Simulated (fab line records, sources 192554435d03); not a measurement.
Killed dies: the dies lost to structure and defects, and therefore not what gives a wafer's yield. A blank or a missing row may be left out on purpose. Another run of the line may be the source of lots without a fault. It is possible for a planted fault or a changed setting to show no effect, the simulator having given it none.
A struck lot beside a sound one    flow n5Finfet    36 out of 1938 route steps
Sound: the wafers L439.1, L439.2, L439.6. Wafers L424.3, L424.4, L424.6 were the ones struck. The cause is named last.
Order at every step that has rows: each side's tool, ch and its chambers, its first start. Under that, the readings that differ: sound wafers    struck wafers    difference of the means    sigmas: that difference in standard deviations of wafers without a fault.
alike: readings whose means differ by less than 2 such deviations, and words and numbers that are the same on both sides. not compared: withheld readings, readings that some wafer has no value for, bounds like >300 that may hide the same value, and numbers for which the record gives no deviation and whose values overlap.
The two part at a step that has a row with sigmas, a row that says differs or no value, or rows on one side only. Non-overlapping numbers with no deviation appear without sigmas and do not part them. Lack of a reading on every wafer of one side parts them only where that side has two or more wafers.

first, 9 steps without rows for these wafers: N5_BEOL_M4_ANNEAL_95 (time 240 s); N5_BEOL_M4_SPUTTER_96 (material Cu, target thk 4.5 nm, time 8.29 s); N5_BEOL_M4_ECD_50 (material Cu, target thk 300 nm); N5_BEOL_M4_ANNEAL_51 (time 90 s); N5_BEOL_M4_CMP_52 (polishes, stops on SiOC, t overpolish 6.8 s, target thk 40 nm); N5_BEOL_M4_PRE_CLEAN_60 (time 15 s); N5_BEOL_M4_CO_CAP_55 (material Co, precursor CCTBA/H2, target thk 2 nm, time 102.1 s); N5_BEOL_M4_PRE_CLEAN_56 (time 15 s); N5_BEOL_M4_DEP_57 (deposits SiCN from 3MS/NH3, target thk 8 nm, time 14 s).
N5_BEOL_M4_RC_MEAS_101:
  sound on prober-01 ch 0, day 13 17:46; struck on prober-02 ch 0, day 10 01:04
  alike: DIBL_N, DIBL_P, IOFF_N, IOFF_P, ION_N, ION_P, SS_N, SS_P, VT_N, VT_P
then, 24 steps without rows for these wafers: N5_BEOL_M5_ILD_DEP_00 (deposits SiCOH lowk from DEMS/porogen, target thk 140.64 nm, time 25.9 s); N5_BEOL_M5_CURE_79 (cures SiCOH lowk, time 240 s); N5_BEOL_M5_PECVD_70 (deposits SiO2 from TEOS/O2, target thk 16 nm, time 18 s); N5_BEOL_M5_HM_DEP_02 (deposits TiN, target thk 20 nm); N5_BEOL_M5_COAT_59 (time 60 s, resist thk 60 nm); N5_BEOL_M5_COAT_60 (time 60 s, resist thk 12 nm); N5_BEOL_M5_COAT_71 (time 60 s, resist thk 5 nm); N5_BEOL_M5_COAT_05 (resist thk 30 nm); N5_BEOL_M5_EBR_07; N5_BEOL_M5_SOFTBAKE_06 (time 60 s); N5_BEOL_M5_EXPOSE_08 (exposes mask M5, target cd 28 nm); N5_BEOL_M5_PEB_09 (peb time 60 s); N5_BEOL_M5_DEVELOP_10 (develop time 30 s); N5_BEOL_M5_DESCUM_16 (chemistry O2, time 7 s); N5_BEOL_M5_ETCH_72 (etches underlayer in N2/H2, target depth 6.5 nm, time 5.2 s); N5_BEOL_M5_ETCH_61 (etches SiARC in CF4, target depth 15.6 nm, time 26 s); N5_BEOL_M5_ETCH_62 (etches SOC in N2/H2, target depth 75 nm, overetch 15 nm, time 112.5 s); N5_BEOL_M5_STRIP_63 (strips in N2/H2); N5_BEOL_M5_STRIP_73 (strips in N2/H2); N5_BEOL_M5_STRIP_64 (strips in CF4); N5_BEOL_M5_HM_OPEN_17 (chemistry Cl2/BCl3, target TiN, target depth 20 nm, overetch 6 nm); N5_BEOL_M5_STRIP_19 (strips in O2); N5_BEOL_M5_COAT_65 (time 60 s, resist thk 60 nm); N5_BEOL_M5_COAT_66 (time 60 s, resist thk 12 nm).
N5_BEOL_M9_VIA_ETCH_34: etches SiCOH lowk in C4F6/O2, target depth 182.4 nm, time 68.4 s.
  sound on rieDiel-01 ch 0,2, day 15 11:20; struck on rieDiel-04 ch 0,1,3, day 11 20:17
  no value came back on the struck wafers for any of 9 readings (C4F6_flow_sccm (sccm), O2_flow_sccm (sccm) and others); on the sound wafers C4F6_flow_sccm (sccm) reads 9.962 9.947 10.001
reading                                    sound           struck          difference  sigmas
model.SOC_of_BEOL_M9_COAT_63.thkNm (nm)    50.8 50.8 50.6  59.8 59.6 59.8  +9.0        
model.SiARC_of_BEOL_M9_COAT_64.thkNm (nm)  0 0 0           6.6 6.6 6.4     +6.5        
  not compared: rfHoursCounterH
-- record jumps: 2 days separate the struck wafers' starts on either side; left off in module BEOL_M9, taken up again in module PASSIVATION, whose first shown step is the route's number 1936 --
N5_PASSIVATION_PROBE_49:
  only the struck wafers here have rows in the record (prober-01, day 14 06:28); the sound ones have none

WHERE THEY PART
First at N5_BEOL_M9_VIA_ETCH_34; last, within this record, at N5_PASSIVATION_PROBE_49.

WHY: what had been put in by the simulator
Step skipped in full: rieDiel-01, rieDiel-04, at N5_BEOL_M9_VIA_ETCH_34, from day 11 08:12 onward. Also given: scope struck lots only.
